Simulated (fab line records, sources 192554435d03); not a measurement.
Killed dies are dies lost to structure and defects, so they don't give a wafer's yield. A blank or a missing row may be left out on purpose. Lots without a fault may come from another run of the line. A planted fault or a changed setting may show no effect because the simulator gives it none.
Chamber matching | flow n5_finfet | N5_HKMG_FIN_ETCH_35 on rie_diel-03: 3 sister chambers
The step etches SOC in N2/H2, target depth 215.8 nm, time 243.4 s. 6 wafers are shown with their chamber, then 3 later ones without.

WAFERS WITH THEIR CHAMBER
wafer  | chamber | showerhead_plenum_p_Torr (Torr) | throttle_valve_pct (%)
L127.4 | 2       | 2.50                            | 17.99
L134.2 | 2       | 2.49                            | 18.03
L134.5 | 0       | 2.63                            | 18.05
L139.2 | 0       | 2.62                            | 18.05
L139.3 | 1       | 2.50                            | 17.29
L139.6 | 1       | 2.50                            | 17.29

WAFERS WITHOUT THEIR CHAMBER
wafer  | showerhead_plenum_p_Torr (Torr) | throttle_valve_pct (%)
L140.5 | 2.50                            | 17.30
L140.6 | 2.62                            | 18.06
L141.3 | 2.50                            | 17.30

WHICH CHAMBER EACH WENT THROUGH
wafer  | from the rows above | in truth
L140.5 | 1                   | 1
L140.6 | 0                   | 0
L141.3 | 1                   | 1
Placed correctly: 3 of 3. Can't be placed from these rows: 0. Placed wrongly: 0.
How it was worked out, from the rows above alone: a wafer's distance from a chamber is the root of the sum, over the readings, of the square of ((its reading less the chamber's mean) divided by the reading's scatter). The wafer belongs to the nearest chamber; if the next one is less than 2 further off, it can't be placed. A chamber's mean is the mean of its shown wafers. The scatter: the root of (the sum of the squares of (reading less its chamber's mean) over the shown wafers, divided by (wafers less chambers)).
